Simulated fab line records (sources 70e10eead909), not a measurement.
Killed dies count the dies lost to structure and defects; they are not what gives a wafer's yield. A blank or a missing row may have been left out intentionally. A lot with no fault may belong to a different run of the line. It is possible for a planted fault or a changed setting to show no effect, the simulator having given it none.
Chamber matching || flow nand harc || 4 sister chambers for NHARC_P_M1_STRIP_18 on rie diel-07
The step strips in N2/H2. 14 wafers are shown with their chamber, then 7 later ones without.

== EACH WAFER AND ITS CHAMBER ==
{"wafer": "L078.2", "chamber": 1, "showerhead plenum p Torr (Torr)": 2.04, "drypump motor current A (A)": 5.2, "oes product au (a.u.)": 1.003}
{"wafer": "L078.4", "chamber": 3, "showerhead plenum p Torr (Torr)": 2.06, "drypump motor current A (A)": 5.3, "oes product au (a.u.)": 1.008}
{"wafer": "L078.6", "chamber": 2, "showerhead plenum p Torr (Torr)": 2.02, "drypump motor current A (A)": 5.9, "oes product au (a.u.)": 1.008}
{"wafer": "L088.1", "chamber": 3, "showerhead plenum p Torr (Torr)": 2.06, "drypump motor current A (A)": 5.4, "oes product au (a.u.)": 1.017}
{"wafer": "L088.3", "chamber": 0, "showerhead plenum p Torr (Torr)": 1.95, "drypump motor current A (A)": 6.0, "oes product au (a.u.)": 1.008}
{"wafer": "L088.5", "chamber": 2, "showerhead plenum p Torr (Torr)": 2.02, "drypump motor current A (A)": 5.9, "oes product au (a.u.)": 1.010}
{"wafer": "L092.4", "chamber": 3, "showerhead plenum p Torr (Torr)": 2.06, "drypump motor current A (A)": 5.3, "oes product au (a.u.)": 1.019}
{"wafer": "L092.5", "chamber": 0, "showerhead plenum p Torr (Torr)": 1.95, "drypump motor current A (A)": 6.0, "oes product au (a.u.)": 1.016}
{"wafer": "L092.6", "chamber": 3, "showerhead plenum p Torr (Torr)": 2.06, "drypump motor current A (A)": 5.3, "oes product au (a.u.)": 1.011}
{"wafer": "L093.1", "chamber": 0, "showerhead plenum p Torr (Torr)": 1.95, "drypump motor current A (A)": 6.0, "oes product au (a.u.)": 1.023}
{"wafer": "L093.4", "chamber": 3, "showerhead plenum p Torr (Torr)": 2.06, "drypump motor current A (A)": 5.4, "oes product au (a.u.)": 1.025}
{"wafer": "L093.5", "chamber": 1, "showerhead plenum p Torr (Torr)": 2.04, "drypump motor current A (A)": 5.3, "oes product au (a.u.)": 0.986}
{"wafer": "L095.2", "chamber": 2, "showerhead plenum p Torr (Torr)": 2.02, "drypump motor current A (A)": 5.9, "oes product au (a.u.)": 1.002}
{"wafer": "L095.4", "chamber": 1, "showerhead plenum p Torr (Torr)": 2.03, "drypump motor current A (A)": 5.2, "oes product au (a.u.)": 0.984}

SIGNATURES (averages over the wafers above)
{"reading": "showerhead plenum p Torr", "chamber 0": 1.9500, "chamber 1": 2.0367, "chamber 2": 2.0200, "chamber 3": 2.0600, "scatter within a chamber": 0.00258}
{"reading": "drypump motor current A", "chamber 0": 6.000, "chamber 1": 5.233, "chamber 2": 5.900, "chamber 3": 5.340, "scatter within a chamber": 0.0432}
{"reading": "oes product au", "chamber 0": 1.01567, "chamber 1": 0.99100, "chamber 2": 1.00667, "chamber 3": 1.01600, "scatter within a chamber": 0.00738}
Rule: distance of a wafer from a chamber = root of the sum over the readings of ((wafer's reading minus chamber's mean) / reading's scatter) squared. The wafer belongs to the nearest chamber; if the next one is less than 2 further off, it can't be placed. How the scatter is found: for the shown wafers, subtract from each reading the mean of its chamber, square and add these, divide the total by (wafers less chambers), then take the root.

== WAFERS MISSING THEIR CHAMBER ==
{"wafer": "L095.6", "showerhead plenum p Torr (Torr)": 2.02, "drypump motor current A (A)": 5.9, "oes product au (a.u.)": 1.008}
{"wafer": "L095.1", "showerhead plenum p Torr (Torr)": 1.95, "drypump motor current A (A)": 5.9, "oes product au (a.u.)": 1.004}
{"wafer": "L095.3", "showerhead plenum p Torr (Torr)": 2.06, "drypump motor current A (A)": 5.4, "oes product au (a.u.)": 1.029}
{"wafer": "L095.5", "showerhead plenum p Torr (Torr)": 2.04, "drypump motor current A (A)": 5.2, "oes product au (a.u.)": 0.994}
{"wafer": "L096.1", "showerhead plenum p Torr (Torr)": 2.06, "drypump motor current A (A)": 5.3, "oes product au (a.u.)": 1.031}
{"wafer": "L096.4", "showerhead plenum p Torr (Torr)": 2.03, "drypump motor current A (A)": 5.3, "oes product au (a.u.)": 0.982}
{"wafer": "L096.6", "showerhead plenum p Torr (Torr)": 1.95, "drypump motor current A (A)": 6.0, "oes product au (a.u.)": 1.021}

== EACH ONE'S CHAMBER ==
{"wafer": "L095.6", "from the rows above": 2, "in truth": 2}
{"wafer": "L095.1", "from the rows above": 0, "in truth": 0}
{"wafer": "L095.3", "from the rows above": 3, "in truth": 3}
{"wafer": "L095.5", "from the rows above": 1, "in truth": 1}
{"wafer": "L096.1", "from the rows above": 3, "in truth": 3}
{"wafer": "L096.4", "from the rows above": 1, "in truth": 1}
{"wafer": "L096.6", "from the rows above": 0, "in truth": 0}
Placed correctly: 7 of 7. Not placeable from these rows: 0. Wrongly placed: 0.
